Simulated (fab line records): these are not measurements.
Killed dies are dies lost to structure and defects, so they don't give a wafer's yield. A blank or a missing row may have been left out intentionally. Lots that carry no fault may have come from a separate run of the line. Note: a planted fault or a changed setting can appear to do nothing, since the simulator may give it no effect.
Matching of chambers	flow nand_harc	NHARC_A_STAIRCASE_ALD_415 on ald_hk-02 has 4 sister chambers
The step deposits SiO2, target thk 30 nm, pulse time 6 s, ald cycles 300. 4 wafers are shown with their chamber, then 7 later ones without.

== WAFERS, EACH WITH ITS CHAMBER ==
wafer	chamber	heater_power_w (W)
L091.3	3	566
L091.4	2	444
L090.1	0	503
L090.4	1	533

== WAFERS WITHOUT THEIR CHAMBER ==
wafer	heater_power_w (W)
L090.5	531
L093.1	552
L093.3	510
L093.5	552
L094.1	551
L094.3	530
L094.6	561

== CHAMBER TAKEN BY EACH ==
wafer	from the rows above	in truth
L090.5	1	1
L093.1	can't be placed: 3 or 1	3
L093.3	can't be placed: 0 or 1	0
L093.5	can't be placed: 3 or 1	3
L094.1	can't be placed: 3 or 1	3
L094.3	1	1
L094.6	3	3
Placed correctly: 3 of 7. Unplaceable from these rows: 4, with the true chamber sitting among the candidates in 4. 0 placed wrongly.
How it was worked out, from the rows above alone: a wafer's distance from a chamber is the root of the sum, over the readings, of the square of ((its reading less the chamber's mean) divided by the reading's scatter). The wafer belongs to the nearest chamber; if the next one is less than 2 further off, it can't be placed. For every chamber, the mean is computed from those of its wafers that are shown. The scatter (one wafer shown for each chamber): square how far every hidden wafer sits from the nearest shown wafer, average those squares and take the square root.
